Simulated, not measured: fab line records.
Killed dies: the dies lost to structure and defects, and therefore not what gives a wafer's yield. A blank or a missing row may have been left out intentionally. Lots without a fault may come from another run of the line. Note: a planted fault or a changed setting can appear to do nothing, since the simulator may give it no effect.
A struck lot beside a sound one | flow n5_finfet | 14 steps out of a route of 1938
Sound: wafers L396.2, L396.3, L396.5. The struck wafers were L405.4, L405.5, L405.6. The cause is named last.
Each step with rows lists, per side, the tool, then ch with its chambers, then its first start. Under that, the readings that differ: sound wafers | struck wafers | difference of the means | sigmas: that difference in standard deviations of wafers without a fault.
alike: readings with means less than 2 such deviations apart, plus words and numbers identical on both sides. not compared: withheld readings, readings lacking a value on some wafer, bounds such as >300 that could conceal the same value, and numbers that have no deviation in the record and whose values overlap.
A row with sigmas, a row that says differs or no value, or rows on one side alone: a step with any of these is where the two part. When numbers do not overlap yet have no deviation, they are printed without sigmas and do not part them. Lack of a reading on every wafer of one side parts them only where that side has two or more wafers.

first, 3 steps without rows for these wafers: N5_SD_EPI_P_PRECLEAN_51 (cleans in NF3:NH3, afs cycles 1, time 20 s, sublimation time 60 s); N5_SD_EPI_P_VAPOR_ETCH_44 (etches SiGe30 in NF3/Ar, time 3.3 s); N5_SD_EPI_P_EPI_21 (deposits SiGe:B, time 355 s).
N5_SD_EPI_P_EPI_MEAS_23:
  struck on film_metro-01, day 7 00:17; sound on film_metro-02, day 4 14:55
  alike: thk_nm
then, 6 steps without rows for these wafers: N5_SD_EPI_P_HM_STRIP_48 (strips SiNx in H3PO4, material SiNx, target depth 3 nm); N5_SD_EPI_P_SRD_49 (time 30 s); N5_SD_EPI_P_PRECLEAN_24 (cleans in O3/DIW, time 45 s); N5_SD_EPI_P_PRECLEAN_32 (cleans in dHF, time 10 s); N5_SD_EPI_P_PRECLEAN_33 (cleans in SC2, time 45 s); N5_SD_EPI_P_SRD_25 (time 30 s).
N5_SD_EPI_P_INSPECT_26: inspects for defects (darkfield).
  struck on defect_inspect-02, day 7 00:27; sound on defect_inspect-01, day 4 15:05
  alike: raw_defect_count
N5_SD_ACTIVATION_RTA_00: time 0 s.
  sound on rtp_anneal-02 ch 0, day 4 15:09; struck on rtp_anneal-02 ch 0, day 7 00:34
  alike: lamp_power_pct, lamp_zone_3_pct, wafer_temp_C_max
N5_SD_ACTIVATION_LSA_01: time 0.0008 s.
  sound on laser_anneal-01 ch 0, day 4 15:21; struck on laser_anneal-02 ch 0, day 7 00:46
  reading          | sound                | struck               | difference | sigmas
  wafer_temp_C_max | 1088.2 1086.5 1088.8 | 1107.4 1105.7 1104.8 | +18.1      | +6
N5_PASSIVATION_PROBE_49:
  the record holds rows for the sound wafers here (prober-02, day 13 04:41) but none for the struck ones

== WHERE THEY PART ==
Earliest at N5_SD_ACTIVATION_LSA_01; latest, in this record, at N5_PASSIVATION_PROBE_49.

WHY: whatever the simulator had introduced
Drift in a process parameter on laser_anneal-02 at N5_SD_ACTIVATION_LSA_01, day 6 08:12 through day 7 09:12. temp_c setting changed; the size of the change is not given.
